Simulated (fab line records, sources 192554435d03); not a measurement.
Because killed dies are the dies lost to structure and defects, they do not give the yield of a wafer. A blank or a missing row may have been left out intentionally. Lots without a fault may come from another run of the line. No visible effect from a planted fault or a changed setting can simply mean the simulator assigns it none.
Split-lot experiment + flow n5 finfet + 39 wafers read from 7 lots, route of 1938 steps

## ABOUT THE SPLIT
At N5_MOL_CONTACT_COAG_CVD_140 (deposits W, target thk 66.5 nm, time 215 s), the setting target thk a was moved away from the recipe's 665 angstrom on 12 of the 39 wafers read, by -13.2% to +8.8%. All remaining wafers had this setting at the recipe value.

The reading is taken at the split's own step.

## THE READING
W_of_MOL_CONTACT_COAG_CVD_140.thk nm (the simulator's own value, which no gauge read), in nm, at N5_MOL_CONTACT_COAG_CVD_140 (deposits W, target thk 66.5 nm, time 215 s). The file does not state a usual value for it. The 27 wafers here that ran the recipe average 66.9 nm, standard deviation 0.88 nm.

| wafer  | tool, chamber at the split | target thk a as run, angstrom | against the recipe | W_of_MOL_CONTACT_COAG_CVD_140.thk nm, nm | against lot-mates on the recipe |
|--------|----------------------------|-------------------------------|--------------------|------------------------------------------|---------------------------------|
| L075.1 | cvd w-02, 0                | 665                           | recipe             | 66.8                                     | -                               |
| L075.3 | cvd w-02, 0                | 665                           | recipe             | 66.8                                     | -                               |
| L075.2 | cvd w-02, 0                | 665                           | recipe             | 66                                       | -                               |
| L075.4 | cvd w-02, 0                | 665                           | recipe             | 66.2                                     | -                               |
| L075.6 | cvd w-02, 0                | 665                           | recipe             | 66.2                                     | -                               |
| L075.5 | cvd w-02, 0                | 665                           | recipe             | 66.6                                     | -                               |
| L077.1 | cvd w-01, 0                | 665                           | recipe             | 66.4                                     | -                               |
| L077.2 | cvd w-01, 1                | 665                           | recipe             | 66.8                                     | -                               |
| L077.3 | cvd w-01, 0,1              | 723.3                         | +8.8%              | 73                                       | +6.1                            |
| L077.4 | cvd w-01, 0,1              | 723.3                         | +8.8%              | 73                                       | +6.1                            |
| L077.5 | cvd w-01, 1                | 665                           | recipe             | 67.6                                     | -                               |
| L077.6 | cvd w-01, 0                | 723.3                         | +8.8%              | 71.8                                     | +4.9                            |
| L087.1 | cvd w-02, 1                | 665                           | recipe             | 66.2                                     | -                               |
| L087.2 | cvd w-02, 0                | 665                           | recipe             | 67.6                                     | -                               |
| L087.3 | cvd w-02, 1,1,0            | 665                           | recipe             | 66.4                                     | -                               |
| L087.5 | cvd w-02, 1,1,0            | 665                           | recipe             | 66.4                                     | -                               |
| L087.6 | cvd w-02, 1,1,0            | 665                           | recipe             | 66.4                                     | -                               |
| L087.4 | cvd w-02, 0                | 665                           | recipe             | 67.2                                     | -                               |
| L090.1 | cvd w-01, 0                | 665                           | recipe             | 67.6                                     | -                               |
| L090.2 | cvd w-01, 1                | 640.6                         | -3.7%              | 66.2                                     | -1.7                            |
| L090.3 | cvd w-01, 0                | 665                           | recipe             | 67.8                                     | -                               |
| L090.4 | cvd w-01, 1                | 640.6                         | -3.7%              | 66.6                                     | -1.3                            |
| L090.5 | cvd w-01, 0                | 640.6                         | -3.7%              | 65.2                                     | -2.7                            |
| L090.6 | cvd w-01, 1                | 665                           | recipe             | 68.2                                     | -                               |
| L091.1 | cvd w-02, 0                | 665                           | recipe             | 66                                       | -                               |
| L091.2 | cvd w-02, 1                | 715.7                         | +7.6%              | 70.8                                     | +5.5                            |
| L091.3 | cvd w-02, 0,1              | 665                           | recipe             | 65                                       | -                               |
| L091.5 | cvd w-02, 0,1              | 665                           | recipe             | 65                                       | -                               |
| L091.4 | cvd w-02, 1,0              | 715.7                         | +7.6%              | 71.4                                     | +6.1                            |
| L091.6 | cvd w-02, 1,0              | 715.7                         | +7.6%              | 71.4                                     | +6.1                            |
| L093.2 | cvd w-01, 1                | 665                           | recipe             | 68                                       | -                               |
| L093.4 | cvd w-01, 0                | 665                           | recipe             | 67.2                                     | -                               |
| L093.6 | cvd w-01, 1                | 665                           | recipe             | 67.8                                     | -                               |
| L096.1 | cvd w-02, 1                | 576.9                         | -13.2%             | 58.4                                     | -9.5                            |
| L096.2 | cvd w-02, 0                | 665                           | recipe             | 68.2                                     | -                               |
| L096.3 | cvd w-02, 1,0              | 665                           | recipe             | 67.8                                     | -                               |
| L096.5 | cvd w-02, 1,0              | 665                           | recipe             | 67.8                                     | -                               |
| L096.4 | cvd w-02, 0                | 576.9                         | -13.2%             | 58.2                                     | -9.7                            |
| L096.6 | cvd w-02, 1                | 576.9                         | -13.2%             | 58.6                                     | -9.3                            |
When a row names more than one chamber, that row covers several wafers, and the file does not tell which wafer ran in which chamber.

THE FIT
A straight line over all 39 wafers: W_of_MOL_CONTACT_COAG_CVD_140.thk nm changes by +0.613 nm for each +1% of target thk a; r = +0.96; the points scatter about the line by 0.9 nm.
The same after taking each lot's own level away (the mean of its wafers on the recipe; 39 wafers): +0.702 nm for each +1%; r = +0.99; scatter 0.51 nm.
That fit puts the effect of the largest move of target thk a on the reading at 9.3 nm.
The span of the lots' own levels, 65.33 to 67.93 nm, comes to 3.0 times the standard deviation stated above.
In other words, the slope is changed by the lot-to-lot level; the two fits disagree.
Check: for one of the wafers moved furthest among these (-13.2%), held out of the fit, the line's prediction against its lot-mates is -9.2 nm. It came out at -9.53 nm against them.

## THE OTHER SPLITS THESE WAFERS WENT THROUGH
Note: prior to the reading, these wafers also went through further splits. Each is held against what the fit with the lots' levels taken away leaves over:
| other split on the same wafers       | wafers away from the commonest value | r with W_of_MOL_CONTACT_COAG_CVD_140.thk nm (lot level and that fit taken away) |
|--------------------------------------|--------------------------------------|---------------------------------------------------------------------------------|
| N5_DUMMY_GATE_ETCH_37 source w       | 15                                   | -0.15                                                                           |
| N5_DUMMY_GATE_ETCH_31 target depth a | 15                                   | +0.05                                                                           |
| N5_DUMMY_GATE_ETCH_42 bias w         | 18                                   | -0.04                                                                           |
| N5_HKMG_FIN_ETCH_54 source w         | 12                                   | -0.10                                                                           |

## FILE'S OWN FIT
W_of_MOL_CONTACT_COAG_CVD_140.thk nm changes by +0.702 nm for each +1% of target thk a, r = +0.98.
